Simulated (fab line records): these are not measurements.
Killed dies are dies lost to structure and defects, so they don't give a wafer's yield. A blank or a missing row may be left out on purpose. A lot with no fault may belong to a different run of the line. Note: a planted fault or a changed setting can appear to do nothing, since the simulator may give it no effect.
Matching of chambers    flow n5Finfet    N5_PMOS_HMC_CHANNEL_EPI_FIN_RECESS_16 on rieSi-06: 4 sister chambers
The step chemistry HBr/Cl2, target Si, target depth 54 nm, time 18 s. 4 wafers are shown with their chamber, then 12 later ones without.

== WAFERS WITH THEIR CHAMBER ==
wafer   chamber  throttleValvePct (%)
L090.3  1        35.55
L090.4  3        35.46
L091.2  0        35.66
L091.6  2        35.50

== WAFERS WITHOUT THEIR CHAMBER ==
wafer   throttleValvePct (%)
L092.2  35.56
L092.3  35.48
L092.5  35.65
L094.1  35.55
L094.3  35.63
L094.4  35.46
L095.2  35.63
L095.3  35.48
L095.4  35.48
L096.3  35.65
L096.4  35.48
L096.5  35.64

== EACH ONE'S CHAMBER ==
wafer   from the rows above      in truth
L092.2  1                        1
L092.3  can't be placed: 3 or 2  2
L092.5  0                        0
L094.1  1                        1
L094.3  0                        0
L094.4  3                        3
L095.2  0                        0
L095.3  can't be placed: 3 or 2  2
L095.4  can't be placed: 3 or 2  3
L096.3  0                        0
L096.4  can't be placed: 3 or 2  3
L096.5  0                        0
Correct placement for 8 of the 12. Not placeable from these rows: 4 (in 4, the candidates include the true chamber). Number placed wrongly: 0.
How it was worked out, from the rows above alone: a wafer's distance from a chamber is the root of the sum, over the readings, of the square of ((its reading less the chamber's mean) divided by the reading's scatter). The wafer belongs to the nearest chamber; if the next one is less than 2 further off, it can't be placed. Each chamber's mean is taken over the wafers shown for it. The scatter: with one shown wafer a chamber, the root of the mean of the squares of how far each hidden wafer lies from its nearest shown one.
